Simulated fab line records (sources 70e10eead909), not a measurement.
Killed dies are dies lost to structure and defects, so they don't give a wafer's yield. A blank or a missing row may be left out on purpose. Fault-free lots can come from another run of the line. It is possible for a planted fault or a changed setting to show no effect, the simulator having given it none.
What tool caused it?    flow nandHarc    Sampling: 7 lots, 21 wafers, 5 of 1302 route steps

WHAT THE GAUGES READ, wafer by wafer
NHARC_END_SORT_01.
lot   measured      on         defectLimitedYield (%)
L617  day 30 06:07  prober-01  89.7 87.4 90.4
L628  day 34 11:12  prober-02  88.8 89.2 87.0

WHAT TOOL EACH LOT RAN ON (gives the tool, then ch and the chambers of the sampled wafers, and finally the start)
lot   NHARC_P_M2_PRE_CLEAN_32          NHARC_P_M2_DEP_33                NHARC_P_BONDPAD_CMP_32         NHARC_P_BONDPAD_STRIP_16
L608  pecvd-03 ch 0,1,2, day 6 23:03   pecvd-03 ch 0,1,2, day 6 23:13   cmp-03 ch 1,2,3, day 6 23:58   wetBench-10 ch 3,5,7, day 7 01:37
L612  pecvd-01 ch 0,1,2, day 8 10:36   pecvd-01 ch 0,1,2, day 8 10:44   cmp-04 ch 2,3, day 8 11:27     wetBench-10 ch 1,3,6, day 8 13:07
L613  pecvd-01 ch 0,1,2, day 9 09:09   pecvd-01 ch 0,1,2, day 9 09:19   cmp-01 ch 0,1, day 9 10:02     wetBench-08 ch 1,2,5, day 9 11:42
L617  pecvd-01 ch 0,1, day 10 16:28    pecvd-01 ch 0,1, day 10 16:36    cmp-03 ch 0,1,3, day 10 17:19  wetBench-08 ch 0,1,5, day 10 18:53
L622  pecvd-01 ch 0,2, day 12 13:17    pecvd-01 ch 0,2, day 12 13:22    cmp-03 ch 1,2,3, day 12 14:11  wetBench-08 ch 4,5,7, day 12 15:53
L624  pecvd-02 ch 0,1, day 13 15:41    pecvd-02 ch 0,1, day 13 15:46    cmp-03 ch 0,2,3, day 13 16:35  wetBench-10 ch 1,6,7, day 13 18:19
L628  pecvd-01 ch 0,1,2, day 15 11:20  pecvd-01 ch 0,1,2, day 15 11:25  cmp-03 ch 0,1,3, day 15 12:13  wetBench-08 ch 3,4,6, day 15 13:55
- NHARC_P_M2_PRE_CLEAN_32: time 12 s.
- NHARC_P_M2_DEP_33: deposits SiCN, target thk 30 nm.
- NHARC_P_BONDPAD_CMP_32: polishes SiCN, target thk 200 nm.
- NHARC_P_BONDPAD_STRIP_16: strips in post etch residue remover, time 600 s.

THE ANSWER, worked out from the rows above alone
Rule: usual is defined by the lots themselves. Put in order of their means at a reading, lots are off if they are a third of the lots or fewer, leave a main group of 4 or more, and stand apart from it by a gap of 3 or more times the standard deviation of the main group's means; of several such gaps the widest counts. Not used: any main group whose means are identical at the precision the tables above print for the reading. Also off: a lot with no number at a reading for which 4 or more lots have one. The other lots that the step has rows for count as sound.
No lot is off on any of the readings shown, so nothing can be concluded from this.

WHAT THE SIMULATOR HAD INSERTED
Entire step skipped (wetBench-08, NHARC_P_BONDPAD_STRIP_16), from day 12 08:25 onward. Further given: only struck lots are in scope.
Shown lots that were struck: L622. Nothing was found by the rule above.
